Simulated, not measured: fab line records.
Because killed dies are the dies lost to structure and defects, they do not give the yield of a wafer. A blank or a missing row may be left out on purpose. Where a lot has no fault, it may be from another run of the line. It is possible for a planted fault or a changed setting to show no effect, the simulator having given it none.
Chamber matching || flow n5-finfet || N5_FIN_SAQP_DESCUM_21 on rie-diel-03: 3 sister chambers
The step chemistry O2, time 7.9 s. 3 wafers are shown with their chamber, then 8 later ones without.

## WAFERS PAIRED WITH THEIR CHAMBERS
{"wafer": "L083.3", "chamber": 0, "showerhead-plenum-p-Torr (Torr)": 1.97}
{"wafer": "L085.5", "chamber": 3, "showerhead-plenum-p-Torr (Torr)": 2.00}
{"wafer": "L085.6", "chamber": 2, "showerhead-plenum-p-Torr (Torr)": 2.16}

## WAFERS WHOSE CHAMBER IS MISSING
{"wafer": "L089.1", "showerhead-plenum-p-Torr (Torr)": 2.16}
{"wafer": "L089.6", "showerhead-plenum-p-Torr (Torr)": 1.99}
{"wafer": "L090.1", "showerhead-plenum-p-Torr (Torr)": 1.99}
{"wafer": "L090.4", "showerhead-plenum-p-Torr (Torr)": 1.99}
{"wafer": "L090.6", "showerhead-plenum-p-Torr (Torr)": 2.16}
{"wafer": "L095.2", "showerhead-plenum-p-Torr (Torr)": 1.99}
{"wafer": "L095.3", "showerhead-plenum-p-Torr (Torr)": 2.16}
{"wafer": "L095.6", "showerhead-plenum-p-Torr (Torr)": 2.16}

## THE CHAMBER EACH PASSED THROUGH
{"wafer": "L089.1", "from the rows above": 2, "in truth": 2}
{"wafer": "L089.6", "from the rows above": "can't be placed: 3 or 0", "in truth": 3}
{"wafer": "L090.1", "from the rows above": "can't be placed: 3 or 0", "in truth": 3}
{"wafer": "L090.4", "from the rows above": "can't be placed: 3 or 0", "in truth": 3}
{"wafer": "L090.6", "from the rows above": 2, "in truth": 2}
{"wafer": "L095.2", "from the rows above": "can't be placed: 3 or 0", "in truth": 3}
{"wafer": "L095.3", "from the rows above": 2, "in truth": 2}
{"wafer": "L095.6", "from the rows above": 2, "in truth": 2}
Correct placement for 4 of the 8. These rows do not allow placing 4 (true chamber among the candidates in 4). Placed wrongly: 0.
How it was worked out, from the rows above alone: a wafer's distance from a chamber is the root of the sum, over the readings, of the square of ((its reading less the chamber's mean) divided by the reading's scatter). The wafer belongs to the nearest chamber; if the next one is less than 2 further off, it can't be placed. A chamber's mean is the mean of its shown wafers. The scatter (one wafer shown for each chamber): square how far every hidden wafer sits from the nearest shown wafer, average those squares and take the square root.
